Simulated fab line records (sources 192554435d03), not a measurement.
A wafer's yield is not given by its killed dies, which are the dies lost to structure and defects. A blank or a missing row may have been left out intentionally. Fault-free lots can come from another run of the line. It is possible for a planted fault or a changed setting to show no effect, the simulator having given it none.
Matching of chambers / flow n5-finfet / N5_BEOL_M13_ETCH_59 on rie-diel-03 has 4 sister chambers
The step etches BARC in N2/H2, target depth 89 nm, overetch 26.7 nm, time 67.9 s. 14 wafers are shown with their chamber, then 6 later ones without.

WAFERS PAIRED WITH THEIR CHAMBERS
wafer=L598.3; chamber=2; drypump-motor-current-A (A)=5.7; showerhead-plenum-p-Torr (Torr)=2.57; throttle-valve-pct (%)=18.21
wafer=L598.4; chamber=3; drypump-motor-current-A (A)=5.8; showerhead-plenum-p-Torr (Torr)=2.64; throttle-valve-pct (%)=18.61
wafer=L598.5; chamber=2; drypump-motor-current-A (A)=5.6; showerhead-plenum-p-Torr (Torr)=2.57; throttle-valve-pct (%)=18.24
wafer=L611.1; chamber=2; drypump-motor-current-A (A)=5.6; showerhead-plenum-p-Torr (Torr)=2.56; throttle-valve-pct (%)=18.27
wafer=L611.2; chamber=3; drypump-motor-current-A (A)=5.9; showerhead-plenum-p-Torr (Torr)=2.63; throttle-valve-pct (%)=18.23
wafer=L611.5; chamber=3; drypump-motor-current-A (A)=5.9; showerhead-plenum-p-Torr (Torr)=2.63; throttle-valve-pct (%)=18.22
wafer=L613.4; chamber=3; drypump-motor-current-A (A)=5.9; showerhead-plenum-p-Torr (Torr)=2.63; throttle-valve-pct (%)=18.23
wafer=L613.5; chamber=1; drypump-motor-current-A (A)=6.4; showerhead-plenum-p-Torr (Torr)=2.62; throttle-valve-pct (%)=17.89
wafer=L613.6; chamber=2; drypump-motor-current-A (A)=5.6; showerhead-plenum-p-Torr (Torr)=2.56; throttle-valve-pct (%)=18.27
wafer=L617.2; chamber=0; drypump-motor-current-A (A)=5.9; showerhead-plenum-p-Torr (Torr)=2.62; throttle-valve-pct (%)=18.18
wafer=L617.3; chamber=2; drypump-motor-current-A (A)=5.7; showerhead-plenum-p-Torr (Torr)=2.55; throttle-valve-pct (%)=18.28
wafer=L617.4; chamber=1; drypump-motor-current-A (A)=6.4; showerhead-plenum-p-Torr (Torr)=2.62; throttle-valve-pct (%)=17.89
wafer=L618.4; chamber=2; drypump-motor-current-A (A)=5.7; showerhead-plenum-p-Torr (Torr)=2.55; throttle-valve-pct (%)=18.27
wafer=L618.5; chamber=1; drypump-motor-current-A (A)=6.4; showerhead-plenum-p-Torr (Torr)=2.62; throttle-valve-pct (%)=17.88

SIGNATURES (averages over the wafers above)
reading=drypump-motor-current-A; chamber 0=5.900; chamber 1=6.400; chamber 2=5.650; chamber 3=5.875; scatter within a chamber=0.0474
reading=showerhead-plenum-p-Torr; chamber 0=2.6200; chamber 1=2.6200; chamber 2=2.5600; chamber 3=2.6325; scatter within a chamber=0.00689
reading=throttle-valve-pct; chamber 0=18.1800; chamber 1=17.8867; chamber 2=18.2567; chamber 3=18.3225; scatter within a chamber=0.107
Rule: distance of a wafer from a chamber = root of the sum over the readings of ((wafer's reading minus chamber's mean) / reading's scatter) squared. The wafer belongs to the nearest chamber; if the next one is less than 2 further off, it can't be placed. The scatter: take each reading less its chamber's mean, square it, sum over the shown wafers, divide by the number of wafers less the number of chambers, and take the root.

WAFERS MISSING THEIR CHAMBER
wafer=L616.1; drypump-motor-current-A (A)=5.9; showerhead-plenum-p-Torr (Torr)=2.62; throttle-valve-pct (%)=18.18
wafer=L616.4; drypump-motor-current-A (A)=5.9; showerhead-plenum-p-Torr (Torr)=2.62; throttle-valve-pct (%)=18.25
wafer=L616.5; drypump-motor-current-A (A)=6.0; showerhead-plenum-p-Torr (Torr)=2.62; throttle-valve-pct (%)=18.20
wafer=L620.2; drypump-motor-current-A (A)=6.4; showerhead-plenum-p-Torr (Torr)=2.62; throttle-valve-pct (%)=17.90
wafer=L620.4; drypump-motor-current-A (A)=5.7; showerhead-plenum-p-Torr (Torr)=2.55; throttle-valve-pct (%)=18.30
wafer=L620.5; drypump-motor-current-A (A)=6.4; showerhead-plenum-p-Torr (Torr)=2.62; throttle-valve-pct (%)=17.91

WHICH CHAMBER EACH WENT THROUGH
wafer=L616.1; from the rows above=0; in truth=0
wafer=L616.4; from the rows above=can't be placed: 0 or 3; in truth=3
wafer=L616.5; from the rows above=can't be placed: 0 or 3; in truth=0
wafer=L620.2; from the rows above=1; in truth=1
wafer=L620.4; from the rows above=2; in truth=2
wafer=L620.5; from the rows above=1; in truth=1
Correctly placed: 4 of 6. Can't be placed from these rows: 2 (the true chamber is among the candidates in 2). Placed wrongly: 0.
